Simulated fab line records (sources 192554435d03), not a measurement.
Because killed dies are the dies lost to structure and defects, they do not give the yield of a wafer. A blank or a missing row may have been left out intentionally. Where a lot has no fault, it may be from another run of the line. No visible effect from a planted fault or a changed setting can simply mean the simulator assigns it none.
Chamber matching :: flow n5_finfet :: N5_BEOL_M8_STRIP_67 on rie_diel-06 has 4 sister chambers
The step strips in CF4. 8 wafers are shown with their chamber, then 9 later ones without.

EACH WAFER AND ITS CHAMBER
wafer: L082.4
chamber: 1
drypump_motor_current_A (A): 5.7
showerhead_plenum_p_Torr (Torr): 1.73

wafer: L084.3
chamber: 2
drypump_motor_current_A (A): 4.9
showerhead_plenum_p_Torr (Torr): 1.77

wafer: L084.6
chamber: 3
drypump_motor_current_A (A): 6.4
showerhead_plenum_p_Torr (Torr): 1.89

wafer: L088.1
chamber: 1
drypump_motor_current_A (A): 5.8
showerhead_plenum_p_Torr (Torr): 1.73

wafer: L088.5
chamber: 0
drypump_motor_current_A (A): 6.4
showerhead_plenum_p_Torr (Torr): 1.80

wafer: L089.1
chamber: 3
drypump_motor_current_A (A): 6.4
showerhead_plenum_p_Torr (Torr): 1.88

wafer: L089.4
chamber: 0
drypump_motor_current_A (A): 6.4
showerhead_plenum_p_Torr (Torr): 1.80

wafer: L089.6
chamber: 2
drypump_motor_current_A (A): 4.9
showerhead_plenum_p_Torr (Torr): 1.76

WAFERS WHOSE CHAMBER IS MISSING
wafer: L091.2
drypump_motor_current_A (A): 5.8
showerhead_plenum_p_Torr (Torr): 1.73

wafer: L091.3
drypump_motor_current_A (A): 6.4
showerhead_plenum_p_Torr (Torr): 1.80

wafer: L091.5
drypump_motor_current_A (A): 4.9
showerhead_plenum_p_Torr (Torr): 1.76

wafer: L094.2
drypump_motor_current_A (A): 4.9
showerhead_plenum_p_Torr (Torr): 1.76

wafer: L094.3
drypump_motor_current_A (A): 6.4
showerhead_plenum_p_Torr (Torr): 1.88

wafer: L094.6
drypump_motor_current_A (A): 4.9
showerhead_plenum_p_Torr (Torr): 1.76

wafer: L095.2
drypump_motor_current_A (A): 4.9
showerhead_plenum_p_Torr (Torr): 1.76

wafer: L095.5
drypump_motor_current_A (A): 5.7
showerhead_plenum_p_Torr (Torr): 1.72

wafer: L095.6
drypump_motor_current_A (A): 6.4
showerhead_plenum_p_Torr (Torr): 1.80

THE CHAMBER EACH PASSED THROUGH
wafer: L091.2
from the rows above: 1
in truth: 1

wafer: L091.3
from the rows above: 0
in truth: 0

wafer: L091.5
from the rows above: 2
in truth: 2

wafer: L094.2
from the rows above: 2
in truth: 2

wafer: L094.3
from the rows above: 3
in truth: 3

wafer: L094.6
from the rows above: 2
in truth: 2

wafer: L095.2
from the rows above: 2
in truth: 2

wafer: L095.5
from the rows above: 1
in truth: 1

wafer: L095.6
from the rows above: 0
in truth: 0
Placed correctly: 9 of 9. Not placeable from these rows: 0. 0 placed wrongly.
How it was worked out, from the rows above alone: a wafer's distance from a chamber is the root of the sum, over the readings, of the square of ((its reading less the chamber's mean) divided by the reading's scatter). If the next closest chamber is less than 2 further off than the closest, the wafer can't be placed; otherwise it belongs to the closest. For every chamber, the mean is computed from those of its wafers that are shown. The scatter is the square root of a quotient: the sum, over the shown wafers, of each reading's squared deviation from its chamber's mean, divided by wafers minus chambers.
